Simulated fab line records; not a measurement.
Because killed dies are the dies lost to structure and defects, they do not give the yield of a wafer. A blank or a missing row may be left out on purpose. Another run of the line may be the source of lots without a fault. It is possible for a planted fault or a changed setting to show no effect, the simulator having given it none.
Matching of chambers	flow nand harc	4 sister chambers for NHARC_A_CONTACT_ETCH_102 on rie diel-08
The step etches the open film in CF4/O2, target depth 100 nm, overetch 10 nm, time 55 s. 8 wafers are shown with their chamber, then 8 later ones without.

## WAFERS WITH THEIR CHAMBER
wafer	chamber	drypump motor current A (A)	showerhead plenum p Torr (Torr)
L074.4	1	5.58	1.38
L084.3	2	5.57	1.30
L082.5	1	5.60	1.37
L082.6	0	5.35	1.34
L083.1	3	5.83	1.30
L083.3	2	5.56	1.30
L083.4	0	5.36	1.34
L087.1	3	5.81	1.30

## WAFERS WHOSE CHAMBER IS MISSING
wafer	drypump motor current A (A)	showerhead plenum p Torr (Torr)
L087.4	5.35	1.34
L087.6	5.60	1.29
L097.1	5.59	1.29
L097.2	5.61	1.36
L097.5	5.60	1.36
L096.1	5.58	1.29
L096.3	5.33	1.33
L096.6	5.34	1.33

## WHICH CHAMBER EACH WENT THROUGH
wafer	from the rows above	in truth
L087.4	0	0
L087.6	2	2
L097.1	2	2
L097.2	1	1
L097.5	1	1
L096.1	2	2
L096.3	0	0
L096.6	0	0
8 of 8 placed correctly. Can't be placed from these rows: 0. Placed wrongly: 0.
How it was worked out, from the rows above alone: a wafer's distance from a chamber is the root of the sum, over the readings, of the square of ((its reading less the chamber's mean) divided by the reading's scatter). If the next closest chamber is less than 2 further off than the closest, the wafer can't be placed; otherwise it belongs to the closest. Each chamber's mean is taken over the wafers shown for it. The scatter is the square root of a quotient: the sum, over the shown wafers, of each reading's squared deviation from its chamber's mean, divided by wafers minus chambers.
